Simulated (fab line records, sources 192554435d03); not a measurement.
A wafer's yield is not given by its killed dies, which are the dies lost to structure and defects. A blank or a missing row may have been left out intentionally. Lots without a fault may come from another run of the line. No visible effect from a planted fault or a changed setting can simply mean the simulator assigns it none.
The tool behind it: which one? -- flow n5-finfet -- 27 wafers sampled from 9 lots at 1 step of a route of 1938

WHAT EACH GAUGE READ, for each wafer
N5_BEOL_M4_RC_MEAS_101.
lot,measured,on,DIBL_N (mV/V)
L172,day 8 01:47,prober-01,37.0 37.5 39.1
L176,day 11 09:19,prober-02,36.0 33.6 34.1
L181,day 11 09:31,prober-01,36.0 34.8 36.1
L182,day 12 02:32,prober-02,35.6 38.0 37.7
L185,day 12 06:18,prober-01,35.4 36.4 35.7
L191,day 13 12:23,prober-01,37.2 40.2 37.8
L189,day 13 17:49,prober-01,36.7 35.8 35.5
L193,day 13 19:51,prober-02,36.9 32.7 36.4
L194,day 14 11:16,prober-02,35.6 35.2 36.3

EACH LOT AND THE TOOL THAT RAN IT (in order: tool; ch and the chambers of the sampled wafers; start)
Before these readings, the record contains no process step.

THE ANSWER, worked out from the rows above alone
Rule: usual is defined by the lots themselves. Put in order of their means at a reading, lots are off if they are a third of the lots or fewer, leave a main group of 4 or more, and stand apart from it by a gap of 3 or more times the standard deviation of the main group's means; of several such gaps the widest counts. If all means in a main group match to the digits the tables above print for the reading, that group is not used. Also off: a lot with no number at a reading for which 4 or more lots have one. All remaining lots with rows at the step are treated as sound.
None of the lots is off at any reading shown; this tells nothing.

WHAT HAD BEEN PUT IN BY THE SIMULATOR
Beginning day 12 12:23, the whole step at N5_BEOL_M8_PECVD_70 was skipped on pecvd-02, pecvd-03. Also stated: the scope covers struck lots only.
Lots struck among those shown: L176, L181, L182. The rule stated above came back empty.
